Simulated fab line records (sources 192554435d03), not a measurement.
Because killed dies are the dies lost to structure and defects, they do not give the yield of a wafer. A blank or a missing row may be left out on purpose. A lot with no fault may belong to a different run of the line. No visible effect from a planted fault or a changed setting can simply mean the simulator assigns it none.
Split-lot trial / flow n5Finfet / route with 1938 steps; 7 lots, 21 wafers read

THE SPLIT ITSELF
At N5_BEOL_M8_EXPOSE_08 (exposes mask M8), the setting doseMj was moved away from the recipe's 68.25 on 8 of the 21 wafers read, by -7.2% to +2.9%. For the rest of the wafers, this setting stayed at what the recipe calls for.

FROM THE SPLIT TO THE READING: what the file shows between them, 15 steps
- N5_BEOL_M8_PEB_09: peb time 60 s
- N5_BEOL_M8_DEVELOP_10: develop time 30 s
- N5_BEOL_M8_CD_MEAS_11: target cd 38.5 nm
- N5_BEOL_M8_DESCUM_16: chemistry O2, time 7.9 s
- N5_BEOL_M8_ETCH_61: etches SiARC in CF4, target depth 45.5 nm, time 75.8 s
- N5_BEOL_M8_ETCH_62: etches SOC in N2/H2, target depth 110 nm, overetch 22 nm, time 165 s
- N5_BEOL_M8_STRIP_68: strips in N2/H2
- N5_BEOL_M8_STRIP_67: strips in CF4
- N5_BEOL_M8_HM_OPEN_17: chemistry Cl2/BCl3, target TiN, target depth 20 nm, overetch 6 nm
- N5_BEOL_M8_STRIP_19: strips in O2
- N5_BEOL_M8_CD_MEAS_18: pitch 80 nm, target cd 40 nm
- N5_BEOL_M8_COAT_63: time 60 s, resist thk 60 nm
- N5_BEOL_M8_COAT_64: time 60 s, resist thk 12 nm
- N5_BEOL_M8_PRECLEAN_42: cleans in residue remover, time 60 s
- N5_BEOL_M8_SRD_43: time 30 s

THE READING
At N5_BEOL_M8_CD_MEAS_35: cdNm in nanometres, against a target cd of 40 nm. Fault-free wafers of this fab line usually give 39.9 nm, standard deviation 0.74 nm.

wafer=L076.3; tool, chamber at the split=arfiScanner-01, 0; doseMj as run=68.25; against the recipe=recipe; cdNm, nm=40.6; against lot-mates on the recipe=-
wafer=L076.4; tool, chamber at the split=arfiScanner-01, 0; doseMj as run=69.73; against the recipe=+2.2%; cdNm, nm=40.7; against lot-mates on the recipe=+0.1
wafer=L076.5; tool, chamber at the split=arfiScanner-01, 0; doseMj as run=69.73; against the recipe=+2.2%; cdNm, nm=40.2; against lot-mates on the recipe=-0.4
wafer=L079.1; tool, chamber at the split=arfiScanner-01, 0; doseMj as run=65.57; against the recipe=-3.9%; cdNm, nm=37.5; against lot-mates on the recipe=-1.9
wafer=L079.3; tool, chamber at the split=arfiScanner-01, 0; doseMj as run=68.25; against the recipe=recipe; cdNm, nm=39.2; against lot-mates on the recipe=-
wafer=L079.5; tool, chamber at the split=arfiScanner-01, 0; doseMj as run=68.25; against the recipe=recipe; cdNm, nm=39.6; against lot-mates on the recipe=-
wafer=L084.1; tool, chamber at the split=arfiScanner-01, 0; doseMj as run=68.25; against the recipe=recipe; cdNm, nm=39.4; against lot-mates on the recipe=-
wafer=L084.2; tool, chamber at the split=arfiScanner-01, 0; doseMj as run=68.25; against the recipe=recipe; cdNm, nm=40.9; against lot-mates on the recipe=-
wafer=L084.4; tool, chamber at the split=arfiScanner-01, 0; doseMj as run=68.25; against the recipe=recipe; cdNm, nm=40.3; against lot-mates on the recipe=-
wafer=L085.2; tool, chamber at the split=arfiScanner-01, 0; doseMj as run=68.25; against the recipe=recipe; cdNm, nm=39.6; against lot-mates on the recipe=-
wafer=L085.3; tool, chamber at the split=arfiScanner-01, 0; doseMj as run=70.21; against the recipe=+2.9%; cdNm, nm=41.0; against lot-mates on the recipe=+0.5
wafer=L085.4; tool, chamber at the split=arfiScanner-01, 0; doseMj as run=68.25; against the recipe=recipe; cdNm, nm=41.4; against lot-mates on the recipe=-
wafer=L086.2; tool, chamber at the split=arfiScanner-01, 0; doseMj as run=68.25; against the recipe=recipe; cdNm, nm=41.0; against lot-mates on the recipe=-
wafer=L086.3; tool, chamber at the split=arfiScanner-01, 0; doseMj as run=64.85; against the recipe=-5.0%; cdNm, nm=37.7; against lot-mates on the recipe=-3.3
wafer=L086.6; tool, chamber at the split=arfiScanner-01, 0; doseMj as run=68.25; against the recipe=recipe; cdNm, nm=41.0; against lot-mates on the recipe=-
wafer=L089.1; tool, chamber at the split=arfiScanner-01, 0; doseMj as run=69.88; against the recipe=+2.4%; cdNm, nm=41.5; against lot-mates on the recipe=+1.2
wafer=L089.3; tool, chamber at the split=arfiScanner-01, 0; doseMj as run=68.25; against the recipe=recipe; cdNm, nm=40.9; against lot-mates on the recipe=-
wafer=L089.5; tool, chamber at the split=arfiScanner-01, 0; doseMj as run=68.25; against the recipe=recipe; cdNm, nm=39.7; against lot-mates on the recipe=-
wafer=L092.1; tool, chamber at the split=arfiScanner-01, 0; doseMj as run=63.34; against the recipe=-7.2%; cdNm, nm=35.4; against lot-mates on the recipe=-4.1
wafer=L092.3; tool, chamber at the split=arfiScanner-01, 0; doseMj as run=63.34; against the recipe=-7.2%; cdNm, nm=35.2; against lot-mates on the recipe=-4.3
wafer=L092.4; tool, chamber at the split=arfiScanner-01, 0; doseMj as run=68.25; against the recipe=recipe; cdNm, nm=39.5; against lot-mates on the recipe=-

FIT RESULTS
A straight line over all 21 wafers: cdNm changes by +0.583 nm for each +1% of doseMj; r = +0.91; the points scatter about the line by 0.74 nm.
The same after taking each lot's own level away (the mean of its wafers on the recipe; 21 wafers): +0.506 nm for each +1%; r = +0.92; scatter 0.63 nm.
On that fit, the largest move of doseMj shifts the reading by 3.6 nm.
From 39.40 to 41.00 nm: that is the span of the lots' own levels, equal to 2.2 times the standard deviation above.
So the lot-to-lot level changes the slope: the two fits differ.
Check: with one of the wafers moved furthest among these (-7.2%) left out of the fit, the line predicts -3.79 nm for it against its lot-mates. Against them it came out at -4.1 nm.

ADDITIONAL SPLITS CARRIED BY THESE WAFERS
Note: prior to the reading, these wafers also went through further splits. Each is held against what the fit with the lots' levels taken away leaves over:
other split on the same wafers=N5_BEOL_M6_ETCH_66 biasW; wafers away from the commonest value=8; r with cdNm (lot level and that fit taken away)=-0.12
other split on the same wafers=N5_BEOL_M7_ETCH_66 biasW; wafers away from the commonest value=9; r with cdNm (lot level and that fit taken away)=+0.08
other split on the same wafers=N5_BEOL_M7_ETCH_41 sourceW; wafers away from the commonest value=5; r with cdNm (lot level and that fit taken away)=+0.12
other split on the same wafers=N5_BEOL_M8_HM_DEP_02 targetThkA; wafers away from the commonest value=9; r with cdNm (lot level and that fit taken away)=+0.07

THE WHOLE CHAIN: every reading that the file lists as answering this split, in the file's order
step=N5_BEOL_M8_CD_MEAS_11; what it does=target cd 38.5 nm; reading=cdNm; change (the file's fit)=+0.475 nm for each +1% of the setting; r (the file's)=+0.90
step=N5_BEOL_M8_ETCH_61; what it does=etches SiARC in CF4, target depth 45.5 nm, time 75.8 s; reading=BEOL_M8.cdOffsetNm (the simulator's own value, which no gauge read); change (the file's fit)=+0.508 nm for each +1% of the setting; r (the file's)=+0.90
step=N5_BEOL_M8_HM_OPEN_17; what it does=chemistry Cl2/BCl3, target TiN, target depth 20 nm, overetch 6 nm; reading=BEOL_M8.cdOffsetNm (the simulator's own value, which no gauge read); change (the file's fit)=+0.531 nm for each +1% of the setting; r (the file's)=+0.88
step=N5_BEOL_M8_CD_MEAS_18; what it does=pitch 80 nm, target cd 40 nm; reading=cdNm; change (the file's fit)=+0.522 nm for each +1% of the setting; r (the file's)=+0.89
step=N5_BEOL_M8_CD_MEAS_35; what it does=target cd 40 nm; reading=cdNm; change (the file's fit)=+0.526 nm for each +1% of the setting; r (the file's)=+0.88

FILE'S OWN FIT
cdNm changes by +0.526 nm for each +1% of doseMj, r = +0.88.
